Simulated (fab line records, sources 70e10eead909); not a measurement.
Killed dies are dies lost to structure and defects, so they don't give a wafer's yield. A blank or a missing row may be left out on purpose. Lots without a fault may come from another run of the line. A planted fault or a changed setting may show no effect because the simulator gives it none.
Chamber matching | flow nand_harc | NHARC_A_SGD_CUT_DESCUM_14 on rie_diel-06: 4 sister chambers
The step chemistry O2, time 3 s. 22 wafers are shown with their chamber, then 11 later ones without.

WAFERS WITH THEIR CHAMBER
wafer  | chamber | drypump_motor_current_A (A) | oes_product_au (a.u.) | throttle_valve_pct (%)
L074.3 | 2       | 5.6                         | 0.988                 | 11.309
L074.5 | 1       | 5.4                         | 0.984                 | 11.309
L074.6 | 2       | 5.6                         | 0.991                 | 11.314
L078.1 | 3       | 5.5                         | 0.996                 | 11.304
L078.5 | 1       | 5.4                         | 0.987                 | 11.305
L078.6 | 2       | 5.6                         | 1.000                 | 11.296
L079.2 | 3       | 5.5                         | 0.998                 | 11.303
L079.3 | 0       | 5.1                         | 0.997                 | 11.310
L079.4 | 1       | 5.5                         | 0.996                 | 11.314
L079.1 | 2       | 5.6                         | 0.997                 | 11.318
L079.5 | 3       | 5.5                         | 0.992                 | 11.317
L079.6 | 0       | 5.1                         | 1.001                 | 11.312
L084.3 | 1       | 5.4                         | 0.986                 | 11.315
L084.4 | 3       | 5.5                         | 1.003                 | 11.300
L084.5 | 1       | 5.4                         | 0.992                 | 11.331
L084.1 | 2       | 5.6                         | 1.010                 | 11.304
L084.2 | 0       | 5.2                         | 0.996                 | 11.316
L084.6 | 2       | 5.6                         | 1.006                 | 11.329
L086.1 | 1       | 5.4                         | 0.997                 | 11.316
L086.2 | 3       | 5.5                         | 0.994                 | 11.301
L086.5 | 1       | 5.4                         | 0.992                 | 11.300
L088.1 | 0       | 5.2                         | 1.017                 | 11.311

SIGNATURES (means of the wafers above)
reading                 | chamber 0 | chamber 1 | chamber 2 | chamber 3 | scatter within a chamber
drypump_motor_current_A | 5.150     | 5.414     | 5.600     | 5.500     | 0.0321
oes_product_au          | 1.00275   | 0.99057   | 0.99867   | 0.99660   | 0.00694
throttle_valve_pct      | 11.31225  | 11.31286  | 11.31167  | 11.30500  | 0.00899
Rule: a wafer's distance from a chamber is the root of the sum, over the readings, of the square of ((its reading less the chamber's mean) divided by the reading's scatter). The wafer belongs to the nearest chamber; if the next one is less than 2 further off, it can't be placed. The scatter: the root of (the sum of the squares of (reading less its chamber's mean) over the shown wafers, divided by (wafers less chambers)).

WAFERS WITHOUT THEIR CHAMBER
wafer  | drypump_motor_current_A (A) | oes_product_au (a.u.) | throttle_valve_pct (%)
L088.2 | 5.4                         | 0.999                 | 11.310
L088.3 | 5.6                         | 1.018                 | 11.305
L088.4 | 5.5                         | 1.000                 | 11.318
L088.5 | 5.2                         | 1.004                 | 11.309
L088.6 | 5.4                         | 0.998                 | 11.296
L090.2 | 5.5                         | 1.000                 | 11.317
L090.5 | 5.6                         | 1.011                 | 11.301
L090.6 | 5.4                         | 1.005                 | 11.319
L092.1 | 5.2                         | 1.013                 | 11.307
L092.2 | 5.5                         | 0.997                 | 11.336
L092.4 | 5.6                         | 1.011                 | 11.306

WHICH CHAMBER EACH WENT THROUGH
wafer  | from the rows above          | in truth
L088.2 | can't be placed: 1 or 3      | 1
L088.3 | can't be placed: 2 or 3      | 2
L088.4 | can't be placed: 3 or 1 or 2 | 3
L088.5 | 0                            | 0
L088.6 | can't be placed: 1 or 3      | 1
L090.2 | can't be placed: 3 or 1 or 2 | 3
L090.5 | can't be placed: 2 or 3      | 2
L090.6 | can't be placed: 1 or 3      | 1
L092.1 | 0                            | 0
L092.2 | can't be placed: 3 or 1 or 2 | 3
L092.4 | can't be placed: 2 or 3      | 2
Placed correctly: 2 of 11. Can't be placed from these rows: 9 (the true chamber is among the candidates in 9). Placed wrongly: 0.
